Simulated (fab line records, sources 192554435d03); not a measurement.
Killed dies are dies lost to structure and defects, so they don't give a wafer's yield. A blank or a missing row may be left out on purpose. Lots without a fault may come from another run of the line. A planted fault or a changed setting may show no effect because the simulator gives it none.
One fault seen from 2 desks | flow n5_finfet | each desk has only its own numbers; what lay behind them comes last

THE METROLOGY DESK
What the gauges read, lot by lot, whatever tool the lot ran on: means of the sampled wafers that have a number. A lot is out of limits, marked OUT, if its mean lies more than 4 standard deviations from the usual mean; the brackets give that distance. Of its 11 readings 7 are shown: those that lie furthest out on some lot.
Columns: A = DIBL_N at N5_BEOL_M4_RC_MEAS_101, usual 36.3 mV/V; B = IOFF_N at N5_BEOL_M4_RC_MEAS_101, usual 0.16 nA/um; C = IOFF_P at N5_BEOL_M4_RC_MEAS_101, usual 0.21 nA/um; D = ION_N at N5_BEOL_M4_RC_MEAS_101, usual 675 uA/um; E = ION_P at N5_BEOL_M4_RC_MEAS_101, usual 464 uA/um; F = VT_P at N5_BEOL_M4_RC_MEAS_101, usual -250 mV; G = cd_nm at N5_BEOL_M7_CD_MEAS_11, usual 38.6 nm
lot  | first seen here | A    | B    | C    | D   | E   | F    | G
L565 | day 7 18:26     | 37.9 | 0.20 | 0.28 | 692 | 475 | -245 | 38.8
L567 | day 8 06:11     | 35.3 | 0.14 | 0.16 | 658 | 450 | -255 | 38.4
L568 | day 8 15:01     | 36.0 | 0.17 | 0.23 | 687 | 470 | -250 | 39.0
L569 | day 8 18:02     | 35.6 | 0.14 | 0.19 | 662 | 455 | -253 | 39.0
L572 | day 9 15:16     | 38.6 | 0.19 | 0.25 | 675 | 465 | -246 | 37.2
L579 | day 12 21:15    | 37.1 | 0.16 | 0.20 | 681 | 465 | -249 | 38.4
L581 | day 13 07:18    | 37.2 | 0.17 | 0.23 | 692 | 477 | -249 | 38.6
L583 | day 13 19:43    | 39.3 | 0.20 | 0.24 | 697 | 471 | -247 | 38.4
L582 | day 14 01:24    | 37.9 | 0.16 | 0.22 | 665 | 456 | -251 | 39.6
L578 | day 14 08:04    | 37.3 | 0.17 | 0.22 | 674 | 466 | -250 | 38.9
This desk's finding: nothing out of limits on any of the 10 lots.

THE TOOL OWNER'S DESK: arfi_scanner-01
The tool's own readings at N5_BEOL_M7_EXPOSE_08 (exposes mask M7): means of the sampled wafers that have a number, for each lot that ran on this tool. A lot is out of limits, marked OUT, if its mean lies more than 4 standard deviations from the usual mean; the brackets give that distance.
Columns: A = exposure_dose_mJ_cm2 at N5_BEOL_M7_EXPOSE_08, usual 68.23
lot  | first seen here | A
L568 | day 9 14:14     | 68.30
L572 | day 10 07:25    | 67.37 (-11) OUT
This desk's finding: out of limits on L572; first on L572, day 10 07:25 (exposure_dose_mJ_cm2 at N5_BEOL_M7_EXPOSE_08). In limits: L568.

PUT TOGETHER
The tool owner's desk could have raised an alarm at day 10 07:25, on L572.
The metrology desk saw nothing out of limits.
The metrology desk has L572 on record, within its limits.
Of the lots named, all ran N5_BEOL_M7_EXPOSE_08 on arfi_scanner-01.

WHAT THE SIMULATOR HAD PUT IN
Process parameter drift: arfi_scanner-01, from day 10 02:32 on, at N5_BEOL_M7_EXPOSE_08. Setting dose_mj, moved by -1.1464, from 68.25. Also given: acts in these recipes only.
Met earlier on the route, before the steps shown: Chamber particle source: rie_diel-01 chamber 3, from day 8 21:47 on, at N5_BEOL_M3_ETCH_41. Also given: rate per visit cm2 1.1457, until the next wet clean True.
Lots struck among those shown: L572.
Hours from the fault's start to each desk's first reading out of limits: the tool owner's desk, 5.
